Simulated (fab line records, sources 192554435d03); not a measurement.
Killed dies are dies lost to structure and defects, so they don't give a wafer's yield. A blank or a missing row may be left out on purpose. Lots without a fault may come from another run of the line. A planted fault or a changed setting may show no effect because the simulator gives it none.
Split-lot experiment | flow n5_finfet | 7 lots, 21 wafers read, on a route of 1938 steps

THE SPLIT
At N5_PMOS_HMC_CHANNEL_EPI_PEB_07 (peb time 60 s), the setting peb_temp_c was moved away from the recipe's 110 C on 6 of the 21 wafers read, by -3.2% to +3.1%. The other wafers ran this setting at the recipe's value.

FROM THE SPLIT TO THE READING: what the file shows between them, 1 step
- N5_PMOS_HMC_CHANNEL_EPI_DEVELOP_08: develop time 30 s

THE READING
cd_nm, in nm, at N5_PMOS_HMC_CHANNEL_EPI_CD_MEAS_09 (target cd 237.4 nm). Fault-free wafers of this fab line usually give 237.4 nm, standard deviation 0.96 nm.

wafer  | tool, chamber at the split | peb_temp_c as run, C | against the recipe | cd_nm, nm | against lot-mates on the recipe
L074.1 | litho_track-05, 0          | 113.4                | +3.1%              | 244.9     | +8.2
L074.3 | litho_track-05, 0          | 113.4                | +3.1%              | 247.0     | +10.3
L074.5 | litho_track-05, 0          | 110                  | recipe             | 236.7     | -
L083.2 | litho_track-01, 0          | 110                  | recipe             | 236.6     | -
L083.4 | litho_track-01, 0          | 110                  | recipe             | 237.8     | -
L083.5 | litho_track-01, 0          | 108.3                | -1.5%              | 232.3     | -4.9
L086.4 | litho_track-01, 0          | 110                  | recipe             | 239.0     | -
L086.5 | litho_track-01, 0          | 110                  | recipe             | 237.4     | -
L086.6 | litho_track-01, 0          | 110                  | recipe             | 237.8     | -
L087.2 | litho_track-05, 0          | 110                  | recipe             | 238.9     | -
L087.3 | litho_track-05, 0          | 110                  | recipe             | 238.3     | -
L087.5 | litho_track-05, 0          | 106.5                | -3.2%              | 225.9     | -12.7
L091.1 | litho_track-03, 0          | 107.9                | -1.9%              | 228.9     | -8.4
L091.3 | litho_track-03, 0          | 110                  | recipe             | 237.3     | -
L091.4 | litho_track-03, 0          | 107.9                | -1.9%              | 230.8     | -6.5
L093.2 | litho_track-05, 0          | 110                  | recipe             | 238.7     | -
L093.5 | litho_track-05, 0          | 110                  | recipe             | 237.5     | -
L093.6 | litho_track-05, 0          | 110                  | recipe             | 236.5     | -
L097.1 | litho_track-01, 0          | 110                  | recipe             | 238.1     | -
L097.2 | litho_track-01, 0          | 110                  | recipe             | 236.9     | -
L097.6 | litho_track-01, 0          | 110                  | recipe             | 236.8     | -

THE FIT
A straight line over all 21 wafers: cd_nm changes by +3.23 nm for each +1% of peb_temp_c; r = +0.97; the points scatter about the line by 1.1 nm.
The same after taking each lot's own level away (the mean of its wafers on the recipe; 21 wafers): +3.42 nm for each +1%; r = +0.98; scatter 0.94 nm.
On that fit, the largest move of peb_temp_c shifts the reading by 11 nm.
The lots' own levels span 236.70 to 238.60 nm, that is 2.0 times the standard deviation above.
So the lot-to-lot level changes the slope little: the two slopes agree.
Check: with one of the wafers moved furthest among these (-3.2%) left out of the fit, the line predicts -10.5 nm for it against its lot-mates. It came out at -12.7 nm against them.

OTHER SPLITS ON THESE WAFERS
These wafers also went through other splits before the reading. Each is held against what the fit with the lots' levels taken away leaves over:
other split on the same wafers | wafers away from the commonest value | r with cd_nm (lot level and that fit taken away)
N5_ZERO_LAYER_PECVD_02 time_s  | 7                                    | +0.18

THE WHOLE CHAIN: every reading that the file lists as answering this split, in the file's order
step                               | what it does                            | reading                                                                     | change (the file's fit)              | r (the file's)
N5_PMOS_HMC_CHANNEL_EPI_CD_MEAS_09 | target cd 237.4 nm                      | cd_nm                                                                       | +3.52 nm for each +1% of the setting | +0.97
N5_PMOS_HMC_CHANNEL_EPI_DESCUM_14  | chemistry O2, time 7.9 s                | PMOS_HMC_CHANNEL_EPI.cd_nm (the simulator's own value, which no gauge read) | +3.53 nm for each +1% of the setting | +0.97
N5_PMOS_HMC_CHANNEL_EPI_ETCH_38    | etches SiO2 in CF4, target depth 1.5 nm | PMOS_HMC_CHANNEL_EPI.cd_nm (the simulator's own value, which no gauge read) | +3.44 nm for each +1% of the setting | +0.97

THE FILE'S OWN FIT
cd_nm changes by +3.52 nm for each +1% of peb_temp_c, r = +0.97.
